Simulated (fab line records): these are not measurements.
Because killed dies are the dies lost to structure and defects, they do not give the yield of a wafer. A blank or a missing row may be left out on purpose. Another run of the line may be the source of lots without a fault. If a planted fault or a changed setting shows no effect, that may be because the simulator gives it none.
Split-lot trial -- flow n5-finfet -- route with 1938 steps; 7 lots, 21 wafers read

THE SPLIT
At N5_BEOL_M2_COAT_76 (time 60 s, resist thk 5 nm), the setting spin-rpm was moved away from the recipe's 1500 rpm on 8 of the 21 wafers read, by -10.8% to -4.2%. For the rest of the wafers, this setting stayed at what the recipe calls for.

FROM THE SPLIT TO THE READING: what the file shows between them, 3 steps
- N5_BEOL_M2_COAT_22: resist thk 30 nm
- N5_BEOL_M2_EBR_24
- N5_BEOL_M2_DESCUM_33: chemistry O2, time 7 s

THE READING
etch.depth-nm (the simulator's own value, which no gauge read), in nm, at N5_BEOL_M2_ETCH_77 (etches underlayer in N2/H2, target depth 6.5 nm, time 5.2 s). The file gives no usual value for it. Average 4.998 nm, standard deviation 0.014 nm, over the 13 wafers here run with the recipe.

wafer,"tool, chamber at the split","spin-rpm as run, rpm",against the recipe,"etch.depth-nm, nm",against lot-mates on the recipe
L081.3,"litho-track-05, 0",1500,recipe,4.992,-
L081.4,"litho-track-05, 0",1500,recipe,4.996,-
L081.5,"litho-track-05, 0",1500,recipe,5.005,-
L082.1,"litho-track-02, 0",1500,recipe,5.011,-
L082.2,"litho-track-02, 0",1372,-8.5%,5.24,+0.226
L082.5,"litho-track-02, 0",1500,recipe,5.017,-
L087.3,"litho-track-05, 0",1500,recipe,4.991,-
L087.4,"litho-track-05, 0",1500,recipe,4.99,-
L087.5,"litho-track-05, 0",1338,-10.8%,5.272,+0.282
L089.2,"litho-track-02, 0",1437,-4.2%,5.103,+0.082
L089.4,"litho-track-02, 0",1500,recipe,5.021,-
L089.6,"litho-track-02, 0",1437,-4.2%,5.113,+0.092
L091.2,"litho-track-01, 0",1367,-8.9%,5.249,+0.236
L091.5,"litho-track-01, 0",1367,-8.9%,5.248,+0.235
L091.6,"litho-track-01, 0",1500,recipe,5.013,-
L093.1,"litho-track-02, 0",1500,recipe,4.972,-
L093.3,"litho-track-02, 0",1388,-7.5%,5.175,+0.200
L093.5,"litho-track-02, 0",1500,recipe,4.977,-
L097.1,"litho-track-01, 0",1420,-5.3%,5.128,+0.131
L097.5,"litho-track-01, 0",1500,recipe,5.001,-
L097.6,"litho-track-01, 0",1500,recipe,4.993,-

FIT RESULTS
A straight line over all 21 wafers: etch.depth-nm changes by -0.0266 nm for each +1% of spin-rpm; r = -0.99; the points scatter about the line by 0.015 nm.
The same after taking each lot's own level away (the mean of its wafers on the recipe; 21 wafers): -0.0261 nm for each +1%; r = -1.00; scatter 0.0083 nm.
According to that fit, moving spin-rpm by its largest amount changes the reading by 0.28 nm.
The lots' own levels span 4.9745 to 5.0210 nm, that is 3.3 times the standard deviation above.
Consequently the slope shifts little with the lot-to-lot level, the two slopes agreeing.
Check: +0.28 nm against its lot-mates is what the line predicts for one of the wafers moved furthest among these (-10.8%) when that wafer is left out of the fit. Against them it came out at +0.282 nm.

THESE WAFERS: OTHER SPLITS
Before the reading, these wafers also passed through other splits. Each is held against what the fit with the lots' levels taken away leaves over:
other split on the same wafers,wafers away from the commonest value,r with etch.depth-nm (lot level and that fit taken away)
N5_BEOL_M2_DESCUM_16 time-s,6,+0.01

FILE'S OWN FIT
etch.depth-nm changes by -0.026 nm for each +1% of spin-rpm, r = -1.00.
